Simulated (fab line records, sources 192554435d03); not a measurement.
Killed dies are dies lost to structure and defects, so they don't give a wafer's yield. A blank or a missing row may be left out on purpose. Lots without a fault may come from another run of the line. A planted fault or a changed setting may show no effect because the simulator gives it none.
Split-lot experiment | flow n5_finfet | 7 lots, 21 wafers read, on a route of 1938 steps

THE SPLIT
At N5_MOL_CONTACT_COAG_DESCUM_45 (chemistry O2, time 7 s), the setting time_s was moved away from the recipe's 7 s on 7 of the 21 wafers read, by -20.3% to -9.2%. The other wafers ran this setting at the recipe's value.

FROM THE SPLIT TO THE READING: what the file shows between them, 3 steps
- N5_MOL_CONTACT_COAG_ETCH_65: etches underlayer in N2/H2, target depth 13 nm, time 10.4 s
- N5_MOL_CONTACT_COAG_ETCH_66: etches SiARC in CF4, target depth 13 nm, time 21.7 s
- N5_MOL_CONTACT_COAG_ALD_133: deposits SiO2, target thk 5 nm, pulse time 1 s, co reactant pulse time 1 s

THE READING
CAR-EUV_of_MOL_CONTACT_COAG_COAT_34.thk_nm (the simulator's own value, which no gauge read), in nm, at N5_MOL_CONTACT_COAG_ETCHBACK_134 (etches SiO2 in CHF3, target depth 10 nm, time 6.7 s). The file gives no usual value for it. The 14 wafers here that ran the recipe average 15.5 nm, standard deviation 0.14 nm.

wafer  | tool, chamber at the split | time_s as run, s | against the recipe | CAR-EUV_of_MOL_CONTACT_COAG_COAT_34.thk_nm, nm | against lot-mates on the recipe
L075.1 | rie_diel-01, 1             | 6.359            | -9.2%              | 15.6                                           | +0.0
L075.3 | rie_diel-01, 2             | 7                | recipe             | 15.6                                           | -
L075.4 | rie_diel-01, 0             | 6.359            | -9.2%              | 15.8                                           | +0.2
L074.3 | rie_diel-05, 2             | 5.838            | -16.6%             | 15.8                                           | +0.5
L074.4 | rie_diel-05, 3,0           | 7                | recipe             | 15.4                                           | -
L074.6 | rie_diel-05, 3,0           | 7                | recipe             | 15.2                                           | -
L077.1 | rie_diel-03, 3             | 7                | recipe             | 15.6                                           | -
L077.3 | rie_diel-03, 1             | 6.196            | -11.5%             | 15.8                                           | +0.3
L077.6 | rie_diel-03, 1             | 7                | recipe             | 15.4                                           | -
L085.2 | rie_diel-05, 2,0,3         | 7                | recipe             | 15.6                                           | -
L085.3 | rie_diel-05, 2,0,3         | 7                | recipe             | 15.6                                           | -
L085.4 | rie_diel-05, 2,0,3         | 7                | recipe             | 15.6                                           | -
L086.2 | rie_diel-01, 2             | 5.576            | -20.3%             | 16.2                                           | +0.7
L086.3 | rie_diel-01, 0,3           | 7                | recipe             | 15.4                                           | -
L086.5 | rie_diel-01, 0,3           | 7                | recipe             | 15.6                                           | -
L089.1 | rie_diel-03, 3             | 7                | recipe             | 15.4                                           | -
L089.4 | rie_diel-03, 2,0           | 5.992            | -14.4%             | 15.8                                           | +0.4
L089.6 | rie_diel-03, 2,0           | 5.992            | -14.4%             | 16                                             | +0.6
L093.1 | rie_diel-03, 2,3,0         | 7                | recipe             | 15.2                                           | -
L093.5 | rie_diel-03, 2,3,0         | 7                | recipe             | 15.4                                           | -
L093.6 | rie_diel-03, 2,3,0         | 7                | recipe             | 15.6                                           | -
Where a row lists several chambers, the file gives one row for several wafers and doesn't say which wafer went through which chamber.

THE FIT
A straight line over all 21 wafers: CAR-EUV_of_MOL_CONTACT_COAG_COAT_34.thk_nm changes by -0.0292 nm for each +1% of time_s; r = -0.83; the points scatter about the line by 0.14 nm.
The same after taking each lot's own level away (the mean of its wafers on the recipe; 21 wafers): -0.0309 nm for each +1%; r = -0.88; scatter 0.12 nm.
On that fit, the largest move of time_s shifts the reading by 0.63 nm.
The lots' own levels span 15.30 to 15.60 nm, that is 2.1 times the standard deviation above.
So the lot-to-lot level changes the slope little: the two slopes agree.
Check: with one of the wafers moved furthest among these (-20.3%) left out of the fit, the line predicts +0.58 nm for it against its lot-mates. It came out at +0.7 nm against them.

OTHER SPLITS ON THESE WAFERS
These wafers also went through other splits before the reading. Each is held against what the fit with the lots' levels taken away leaves over:
other split on the same wafers | wafers away from the commonest value | r with CAR-EUV_of_MOL_CONTACT_COAG_COAT_34.thk_nm (lot level and that fit taken away)
N5_SD_EPI_P_COAT_34 spin_rpm   | 5                                    | +0.06
N5_SD_EPI_P_DESCUM_14 time_s   | 8                                    | +0.16
N5_HKMG_FIN_COAT_30 spin_rpm   | 7                                    | +0.06
N5_HKMG_FIN_ETCH_32 source_w   | 11                                   | -0.02

THE WHOLE CHAIN: every reading that the file lists as answering this split, in the file's order
step                             | what it does                                                | reading                                                                                     | change (the file's fit)                | r (the file's)
N5_MOL_CONTACT_COAG_DESCUM_45    | chemistry O2, time 7 s                                      | CAR-EUV_of_MOL_CONTACT_COAG_COAT_34.thk_nm (the simulator's own value, which no gauge read) | -0.0373 nm for each +1% of the setting | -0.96
N5_MOL_CONTACT_COAG_ETCH_65      | etches underlayer in N2/H2, target depth 13 nm, time 10.4 s | CAR-EUV_of_MOL_CONTACT_COAG_COAT_34.thk_nm (the simulator's own value, which no gauge read) | -0.0326 nm for each +1% of the setting | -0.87
N5_MOL_CONTACT_COAG_ETCHBACK_134 | etches SiO2 in CHF3, target depth 10 nm, time 6.7 s         | CAR-EUV_of_MOL_CONTACT_COAG_COAT_34.thk_nm (the simulator's own value, which no gauge read) | -0.0307 nm for each +1% of the setting | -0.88

THE FILE'S OWN FIT
CAR-EUV_of_MOL_CONTACT_COAG_COAT_34.thk_nm changes by -0.0307 nm for each +1% of time_s, r = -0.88.
